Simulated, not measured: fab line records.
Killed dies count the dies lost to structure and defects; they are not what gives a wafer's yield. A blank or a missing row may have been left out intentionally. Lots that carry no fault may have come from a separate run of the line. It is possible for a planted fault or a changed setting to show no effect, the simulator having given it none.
Which tool did it? | flow nandHarc | Sampling: 11 lots, 33 wafers, 6 of 1159 route steps

WHAT THE GAUGES SHOWED, per wafer
NHARC_P_ZERO_WELL_CD_MEAS_37 targets a cd of 720 nm.
lot  | measured    | on       | cdNm (nm)
L330 | day 1 16:15 | cdSem-01 | 722.5 722.2 722.0
L331 | day 1 22:07 | cdSem-01 | 720.8 722.9 721.2
L334 | day 2 16:10 | cdSem-03 | 766.8 766.7 719.1 766.6 766.5 719.2
L336 | day 3 04:06 | cdSem-03 | 768.9 721.5 769.4 769.2 721.4 769.8
L337 | day 3 10:07 | cdSem-03 | 719.9 720.7 721.5
L343 | day 4 22:12 | cdSem-02 | 721.1 722.0 721.1
L344 | day 5 04:16 | cdSem-02 | 716.2 717.9 718.0
L349 | day 6 10:08 | cdSem-01 | 719.0 717.7 718.8
L350 | day 6 16:07 | cdSem-01 | 716.1 717.0 717.8
L352 | day 7 04:10 | cdSem-02 | 719.6 719.5 719.6
L353 | day 7 10:06 | cdSem-03 | 720.3 722.2 720.8

NHARC_P_STI_INSPECT_25.
lot  | measured    | on               | rawDefectCount
L330 | day 3 19:20 | defectInspect-01 | 271 204 224
L331 | day 4 00:22 | defectInspect-01 | 308 288 188
L334 | day 4 19:14 | defectInspect-02 | 102 171 120
L336 | day 5 03:44 | defectInspect-02 | 140 143 151
L337 | day 5 03:44 | defectInspect-01 | 143 140 142
L343 | day 7 00:30 | defectInspect-02 | 141 152 244
L344 | day 7 06:25 | defectInspect-02 | 221 111 147
L349 | day 8 08:58 | defectInspect-01 | 139 227 185
L350 | day 8 08:58 | defectInspect-02 | 199 102 161
L352 | day 9 03:18 | defectInspect-02 | 273 190 185
L353 | day 9 12:01 | defectInspect-02 | 238 184 207

NHARC_END_SORT_01.
lot  | measured     | on        | killedAtArray | killedAtOther | killedAtPeriphery | killedDies | killedOpen | killedShort
L330 | day 19 19:06 | prober-02 | 24 16 27      | 0 2 0         | 2 1 2             | 26 19 29   | 5 5 6      | 2 1 1
L334 | day 20 02:05 | prober-02 | 15 20 12      | 1 0 0         | 2 1 1             | 18 21 13   | 0 3 4      | 2 3 3
L336 | day 21 06:42 | prober-01 | 32 32 22      | 1 0 5         | 3 3 4             | 36 35 31   | 4 3 2      | 2 3 2
L349 | day 24 10:02 | prober-01 | 30 31 25      | 0 0 2         | 6 3 6             | 36 34 33   | 2 3 5      | 2 3 2
L352 | day 25 07:31 | prober-02 | 31 22 29      | 1 0 2         | 2 3 2             | 34 25 33   | 3 5 4      | 2 2 4

TOOL THAT RAN EACH LOT (tool first, then ch and the chambers of the sampled wafers, then the start)
lot  | NHARC_P_ZERO_WELL_EXPOSE_34     | NHARC_P_ZERO_WELL_DESCUM_39      | NHARC_P_STI_ETCH_42
L330 | krfScanner-02 ch 0, day 1 16:06 | rieDiel-04 ch 1,3, day 1 16:25   | rieDiel-03 ch 0,3, day 2 13:28
L331 | krfScanner-02 ch 0, day 1 21:56 | rieDiel-04 ch 1,3, day 1 22:16   | rieDiel-12 ch 0,2,3, day 2 20:15
L334 | krfScanner-03 ch 0, day 2 16:01 | rieDiel-08 ch 2,3, day 2 21:38   | rieDiel-12 ch 0,3, day 3 11:19
L336 | krfScanner-03 ch 0, day 3 03:56 | rieDiel-08 ch 1,2, day 3 07:40   | rieDiel-03 ch 0,1, day 4 00:04
L337 | krfScanner-02 ch 0, day 3 09:58 | rieDiel-04 ch 0,1,2, day 3 10:18 | rieDiel-12 ch 0,2,3, day 4 05:14
L343 | krfScanner-04 ch 0, day 4 22:02 | rieDiel-04 ch 1,3, day 4 22:22   | rieDiel-12 ch 0,2, day 5 19:13
L344 | krfScanner-02 ch 0, day 5 04:07 | rieDiel-08 ch 1,2, day 5 04:25   | rieDiel-12 ch 0,2,3, day 6 01:11
L349 | krfScanner-02 ch 0, day 6 09:58 | rieDiel-01 ch 0,1,2, day 6 10:20 | rieDiel-12 ch 0,1,2, day 7 08:14
L350 | krfScanner-04 ch 0, day 6 15:58 | rieDiel-04 ch 0,1,3, day 6 16:17 | rieDiel-03 ch 0,1,3, day 7 08:04
L352 | krfScanner-04 ch 0, day 7 04:01 | rieDiel-04 ch 1,2,3, day 7 04:19 | rieDiel-12 ch 0,1,3, day 7 20:38
L353 | krfScanner-02 ch 0, day 7 09:58 | rieDiel-04 ch 1,2,3, day 7 10:17 | rieDiel-06 ch 0,1,3, day 8 05:10
- NHARC_P_ZERO_WELL_EXPOSE_34: exposes mask P PWELL, target cd 720 nm.
- NHARC_P_ZERO_WELL_DESCUM_39: chemistry O2, time 3 s.
- NHARC_P_STI_ETCH_42: etches the open film in N2/H2, target depth 80 nm, overetch 24 nm, time 61 s.

WHAT THE TOOLS THEMSELVES READ (means of the sampled wafers that have a number; where no wafer has one, the mark that the record gives instead)
NHARC_P_ZERO_WELL_DESCUM_39.
lot  | tool       | chamberPressureMTorr (mTorr) | drypumpMotorCurrentA (A) | o2FlowSccm (sccm) | oesProductAu (a.u.) | rfVppV (V) | showerheadPlenumPTorr (Torr) | throttleValvePct (%)
L330 | rieDiel-04 | 60.00                        | 5.2                      | 200.0             | 1.003               | 57.8       | 1.97                         | 11.308
L331 | rieDiel-04 | 59.99                        | 5.2                      | 200.3             | 1.006               | 58.0       | 1.97                         | 11.312
L334 | rieDiel-08 | 59.97                        | 5.8                      | 199.9             | 0.982               | 57.8       | 1.97                         | 11.309
L336 | rieDiel-08 | 59.96                        | 5.4                      | 200.1             | 0.996               | 57.0       | 1.87                         | 11.308
L337 | rieDiel-04 | 59.94                        | 5.6                      | 200.2             | 1.001               | 57.3       | 1.97                         | 11.311
L343 | rieDiel-04 | 59.96                        | 5.3                      | 199.9             | 1.001               | 57.8       | 1.89                         | 11.310
L344 | rieDiel-08 | 60.01                        | 5.4                      | 199.6             | 0.994               | 57.5       | 1.87                         | 11.319
L349 | rieDiel-01 | 60.01                        | 5.8                      | 199.6             | 1.003               | 58.0       | 1.99                         | 11.320
L350 | rieDiel-04 | 60.01                        | 5.4                      | 200.1             | 0.994               | 57.6       | 1.93                         | 11.308
L352 | rieDiel-04 | 59.98                        | 5.5                      | 199.7             | 0.991               | 57.7       | 1.93                         | 11.316
L353 | rieDiel-04 | 59.98                        | 5.5                      | 199.6             | 0.998               | 57.9       | 1.93                         | 11.305

NHARC_P_STI_ETCH_42.
lot  | tool       | chamberPressureMTorr (mTorr) | drypumpMotorCurrentA (A) | h2FlowSccm (sccm) | oesProductAu (a.u.) | rfVppV (V) | showerheadPlenumPTorr (Torr) | throttleValvePct (%)
L330 | rieDiel-03 | 29.966                       | 6.0                      | 150.0             | 0.993               | 432.9      | 2.12                         | 14.170
L331 | rieDiel-12 | 29.987                       | 5.5                      | 150.5             | 1.007               | 430.7      | 2.04                         | 14.175
L334 | rieDiel-12 | 30.009                       | 5.7                      | 149.9             | 1.006               | 428.1      | 1.97                         | 14.175
L336 | rieDiel-03 | 30.005                       | 5.6                      | 150.1             | 0.994               | 430.4      | 2.04                         | 14.172
L337 | rieDiel-12 | 29.973                       | 5.5                      | 150.3             | 1.005               | 430.5      | 2.04                         | 14.171
L343 | rieDiel-12 | 29.994                       | 5.5                      | 149.6             | 1.005               | 431.5      | 2.07                         | 14.162
L344 | rieDiel-12 | 30.006                       | 5.5                      | 149.5             | 0.998               | 430.6      | 2.04                         | 14.160
L349 | rieDiel-12 | 29.982                       | 5.7                      | 150.0             | 1.001               | 431.6      | 2.04                         | 14.168
L350 | rieDiel-03 | 30.033                       | 5.8                      | 149.7             | 1.000               | 431.1      | 2.07                         | 14.174
L352 | rieDiel-12 | 30.031                       | 5.6                      | 150.5             | 1.008               | 429.4      | 2.01                         | 14.167
L353 | rieDiel-06 | 30.024                       | 5.5                      | 150.0             | 0.987               | 431.7      | 2.05                         | 14.173

THE ANSWER, worked out from the rows above alone
Rule: the usual values come from the lots themselves. Put in order of their means at a reading, lots are off if they are a third of the lots or fewer, leave a main group of 4 or more, and stand apart from it by a gap of 3 or more times the standard deviation of the main group's means; of several such gaps the widest counts. If all means in a main group match to the digits the tables above print for the reading, that group is not used. Also off: a lot with no number at a reading for which 4 or more lots have one. Any other lot the step has rows for is counted as sound. After the gauges, taken in route order, come the tools' own readings; for these a lot's mean is taken, as printed above. At the first step where some lot is off, the reading lying furthest off is the one used; lots without a number count as furthest.
Off: L334, L336, at NHARC_P_ZERO_WELL_CD_MEAS_37 (cdNm). Main group: mean 719.9 nm, sd 1.8.
A tool fits if, at a process step before that reading, it ran every lot that is off, and no sound lot after the first of them. The gauges at NHARC_P_ZERO_WELL_CD_MEAS_37 are tried like those tools. One fits: NHARC_P_ZERO_WELL_EXPOSE_34 on krfScanner-03. It ran no sound lot before its first lot that is off in this sample, so the start can't be narrowed down.

WHAT THE SIMULATOR PUT IN
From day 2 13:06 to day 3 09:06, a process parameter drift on krfScanner-03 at NHARC_P_ZERO_WELL_EXPOSE_34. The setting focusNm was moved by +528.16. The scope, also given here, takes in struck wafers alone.
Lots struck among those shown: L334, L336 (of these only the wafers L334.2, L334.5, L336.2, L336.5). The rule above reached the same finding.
